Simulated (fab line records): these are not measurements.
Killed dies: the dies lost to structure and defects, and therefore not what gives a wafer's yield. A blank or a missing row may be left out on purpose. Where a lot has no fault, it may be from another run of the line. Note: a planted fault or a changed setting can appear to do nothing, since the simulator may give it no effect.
Chamber matching	flow n5 finfet	rie diel-05 running N5_FIN_SAQP_DESCUM_21: 4 sister chambers
The step chemistry O2, time 7.9 s. 22 wafers are shown with their chamber, then 11 later ones without.

## WAFERS, EACH WITH ITS CHAMBER
wafer	chamber	throttle valve pct (%)	showerhead plenum p Torr (Torr)	oes product au (a.u.)
L074.2	3	20.19	2.10	0.87
L074.3	1	20.60	2.13	0.80
L074.6	1	20.59	2.13	0.80
L076.1	3	20.19	2.10	0.85
L076.2	0	20.59	2.13	0.86
L076.5	1	20.59	2.13	0.79
L077.2	0	20.60	2.13	0.86
L077.4	3	20.19	2.10	0.85
L077.5	2	20.39	2.16	0.96
L082.1	2	20.42	2.15	0.92
L082.2	3	20.22	2.10	0.84
L082.4	1	20.63	2.12	0.78
L086.1	3	20.22	2.09	0.82
L086.4	0	20.64	2.12	0.83
L086.5	0	20.65	2.12	0.83
L087.1	0	20.64	2.12	0.82
L087.5	0	20.63	2.12	0.83
L087.6	1	20.65	2.12	0.77
L088.1	1	20.65	2.12	0.77
L088.2	0	20.65	2.12	0.83
L088.4	2	20.44	2.15	0.90
L091.1	3	20.25	2.09	0.82

SIGNATURES (averages over the wafers above)
reading	chamber 0	chamber 1	chamber 2	chamber 3	scatter within a chamber
throttle valve pct	20.6286	20.6183	20.4167	20.2100	0.0256
showerhead plenum p Torr	2.1229	2.1250	2.1533	2.0967	0.00523
oes product au	0.8371	0.7850	0.9267	0.8417	0.0186
Rule: for each reading, subtract the chamber's mean from the wafer's reading, divide by that reading's scatter and square the result; add these up over the readings and take the root, which gives the wafer's distance from the chamber. If the next closest chamber is less than 2 further off than the closest, the wafer can't be placed; otherwise it belongs to the closest. How the scatter is found: for the shown wafers, subtract from each reading the mean of its chamber, square and add these, divide the total by (wafers less chambers), then take the root.

## WAFERS WITH NO CHAMBER GIVEN
wafer	throttle valve pct (%)	showerhead plenum p Torr (Torr)	oes product au (a.u.)
L091.2	20.43	2.15	0.89
L091.4	20.66	2.12	0.82
L092.3	20.43	2.14	0.89
L092.5	20.65	2.12	0.81
L092.6	20.66	2.11	0.76
L093.4	20.65	2.12	0.81
L093.5	20.22	2.09	0.81
L093.6	20.45	2.14	0.89
L094.2	20.44	2.14	0.88
L094.4	20.65	2.12	0.81
L094.5	20.25	2.09	0.81

## CHAMBER TAKEN BY EACH
wafer	from the rows above	in truth
L091.2	2	2
L091.4	can't be placed: 0 or 1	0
L092.3	2	2
L092.5	can't be placed: 0 or 1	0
L092.6	can't be placed: 1 or 0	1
L093.4	can't be placed: 0 or 1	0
L093.5	3	3
L093.6	2	2
L094.2	2	2
L094.4	can't be placed: 0 or 1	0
L094.5	3	3
Correct placement for 6 of the 11. From these rows, 5 cannot be placed; in 5 the true chamber is one of the candidates. 0 placed wrongly.
